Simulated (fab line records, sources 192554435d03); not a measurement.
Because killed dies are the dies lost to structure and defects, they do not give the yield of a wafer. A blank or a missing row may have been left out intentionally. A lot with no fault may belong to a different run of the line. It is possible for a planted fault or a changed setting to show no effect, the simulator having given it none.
A struck lot beside a sound one ; flow n5-finfet ; 17 steps out of a route of 1938
Sound: the wafers L850.2, L850.4, L850.6. Struck: wafer L866.6 (L866.2, L866.4, from the same lot, were not struck and are left out); the cause is given at the end.
At each step with rows: each side's tool, then ch and its chambers, then its first start. Under that, the readings that differ: sound wafers ; struck wafers ; difference of the means ; sigmas: that difference in standard deviations of wafers without a fault.
alike: words and numbers the same on both sides, and readings whose means are apart by under 2 such deviations; not compared: readings that were withheld, readings missing a value for some wafer, numbers with overlapping values and no deviation given by the record, and bounds like >300 which may hide the same value.
The two part at a step that has a row with sigmas, a row that says differs or no value, or rows on one side only. Numbers that don't overlap but have no deviation are shown without sigmas and don't part them. A reading missing from all wafers of one side parts the sides only when that side holds two or more wafers.

first, 1 step without rows for these wafers: N5_HKMG_FIN_COAT_66 (time 60 s, resist thk 300 nm).
N5_HKMG_FIN_ETCH_67: etches SOC in N2/H2, stops on TiN, target depth 388.9 nm.
  sound on rie-diel-03 ch 0,1,2, day 4 09:46; struck on rie-diel-03 ch 3, day 8 15:38
  alike: drypump-motor-current-A, n2-flow-sccm, oes-product-au, rf-vpp-V, showerhead-plenum-p-Torr, throttle-valve-pct
  not compared: rf-hours-counter-h
then, 2 steps without rows for these wafers: N5_HKMG_FIN_STRIP_90 (strips SOC in N2/H2, time 20 s); N5_HKMG_FIN_WET_ETCH_73 (etches the open film in SC1, time 42.3 s, target depth 1.3 nm, rinse time 30 s).
N5_HKMG_FIN_ETCHBACK_68: etches the open film in Cl2/Ar, stops on HfO2, target depth 0.5 nm.
  sound on rie-metal-02 ch 0, day 4 09:59; struck on rie-metal-01 ch 0, day 8 16:01
  alike: drypump-motor-current-A, oes-product-au, throttle-valve-pct
  not compared: rf-hours-counter-h
N5_HKMG_FIN_STRIP_69: strips in N2/H2, time 360 s.
  sound on plasma-asher-02 ch 0,1, day 4 10:08; struck on plasma-asher-02 ch 1, day 8 16:10
  alike: drypump-motor-current-A, heater-power-w, n2-flow-sccm, temp-c
  not compared: rf-hours-counter-h
then, 1 step without rows for these wafers: N5_HKMG_FIN_ALD_21 (deposits TiN, target thk 1.5 nm, pulse time 1 s, purge time 3 s).
N5_HKMG_FIN_ALD_72: deposits W, target thk 2 nm, pulse time 1 s, purge time 2 s.
  sound on cvd-w-01 ch 0,1, day 4 10:53; struck on cvd-w-01 ch 0, day 8 16:55
  alike: heater-power-w, precursor-pulse-height-rel
N5_HKMG_FIN_W_FILL_22: material W, target thk 60 nm, time 18.2 s.
  sound on cvd-w-01 ch 0,1, day 4 10:56; struck on cvd-w-01 ch 0, day 8 16:58
  alike: heater-power-w, throttle-valve-pct
then, 3 steps without rows for these wafers: N5_HKMG_FIN_PRECLEAN_83 (cleans in DIW, time 57.5 s); N5_HKMG_FIN_SRD_84 (dry time 32 s); N5_HKMG_FIN_CMP_23 (polishes, stops on SiNx, t overpolish 10 s, target thk 46.326 nm).
N5_HKMG_FIN_CMP_94: polishes, stops on SiNx, t overpolish 4.7 s, target thk 43.299 nm.
  sound on cmp-03 ch 0,2, day 4 11:34; struck on cmp-02 ch 2, day 8 17:35
  alike: head-pressure-psi, motor-current-A, platen-rpm, retaining-ring-pressure-frac, slurry-flow-ml-min
  not compared: pad-life-wafers
N5_HKMG_FIN_INSPECT_28: inspects for defects (darkfield).
  sound on defect-inspect-01, day 4 11:46; struck on defect-inspect-01, day 8 17:47
reading;sound;struck;difference;sigmas
raw-defect-count;26 43 37;806;+771;+45
then, 1 step without rows for these wafers: N5_GATE_CUT_ETCHBACK_00 (etches W in SF6/Cl2).
-- a jump in the record: the struck wafers' starts before and after are 4 days apart (it breaks off in module GATE_CUT and resumes in module BEOL_M4, where the first step shown is number 1111 of the route) --
N5_BEOL_M4_RC_MEAS_101:
  sound on prober-02 ch 0, day 8 04:31; struck on prober-01 ch 0, day 12 06:01
  alike: DIBL_N, DIBL_P, IOFF_N, IOFF_P, ION_N, ION_P, SS_N, SS_P, VT_N, VT_P
-- here the record skips 5 days between the struck wafers' starts before and after, leaving off in module BEOL_M4 and picking up in module PASSIVATION (first step shown: number 1936 of the route) --
N5_PASSIVATION_PROBE_49:
  the record has rows for the struck wafers here (prober-01, day 17 00:47) and none for the sound ones

## WHERE THEY PART
Earliest at N5_HKMG_FIN_INSPECT_28; latest, in this record, at N5_PASSIVATION_PROBE_49.

WHY: what had been put in by the simulator
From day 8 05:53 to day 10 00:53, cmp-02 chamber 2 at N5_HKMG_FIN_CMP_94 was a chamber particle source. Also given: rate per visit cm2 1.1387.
